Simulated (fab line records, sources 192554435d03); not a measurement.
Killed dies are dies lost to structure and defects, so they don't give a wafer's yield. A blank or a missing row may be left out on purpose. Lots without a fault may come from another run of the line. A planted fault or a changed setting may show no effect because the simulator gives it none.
Chamber matching | flow n5_finfet | N5_BEOL_M7_STRIP_36 on rie_diel-03: 4 sister chambers
The step strips in N2/H2. 8 wafers are shown with their chamber, then 8 later ones without.

WAFERS WITH THEIR CHAMBER
wafer  | chamber | drypump_motor_current_A (A) | showerhead_plenum_p_Torr (Torr)
L080.3 | 1       | 5.6                         | 2.51
L081.2 | 0       | 4.9                         | 2.66
L081.3 | 3       | 6.2                         | 2.47
L081.5 | 2       | 5.1                         | 2.56
L089.2 | 1       | 5.6                         | 2.50
L089.3 | 3       | 6.2                         | 2.46
L089.6 | 2       | 5.1                         | 2.56
L093.1 | 0       | 5.0                         | 2.65

WAFERS WITHOUT THEIR CHAMBER
wafer  | drypump_motor_current_A (A) | showerhead_plenum_p_Torr (Torr)
L093.5 | 5.6                         | 2.50
L093.6 | 5.0                         | 2.65
L092.2 | 6.2                         | 2.46
L092.4 | 5.6                         | 2.50
L092.6 | 5.0                         | 2.65
L096.1 | 5.0                         | 2.65
L096.3 | 5.6                         | 2.50
L096.5 | 5.6                         | 2.50

WHICH CHAMBER EACH WENT THROUGH
wafer  | from the rows above | in truth
L093.5 | 1                   | 1
L093.6 | 0                   | 0
L092.2 | 3                   | 3
L092.4 | 1                   | 1
L092.6 | 0                   | 0
L096.1 | 0                   | 0
L096.3 | 1                   | 1
L096.5 | 1                   | 1
Placed correctly: 8 of 8. Can't be placed from these rows: 0. Placed wrongly: 0.
How it was worked out, from the rows above alone: a wafer's distance from a chamber is the root of the sum, over the readings, of the square of ((its reading less the chamber's mean) divided by the reading's scatter). The wafer belongs to the nearest chamber; if the next one is less than 2 further off, it can't be placed. A chamber's mean is the mean of its shown wafers. The scatter: the root of (the sum of the squares of (reading less its chamber's mean) over the shown wafers, divided by (wafers less chambers)).
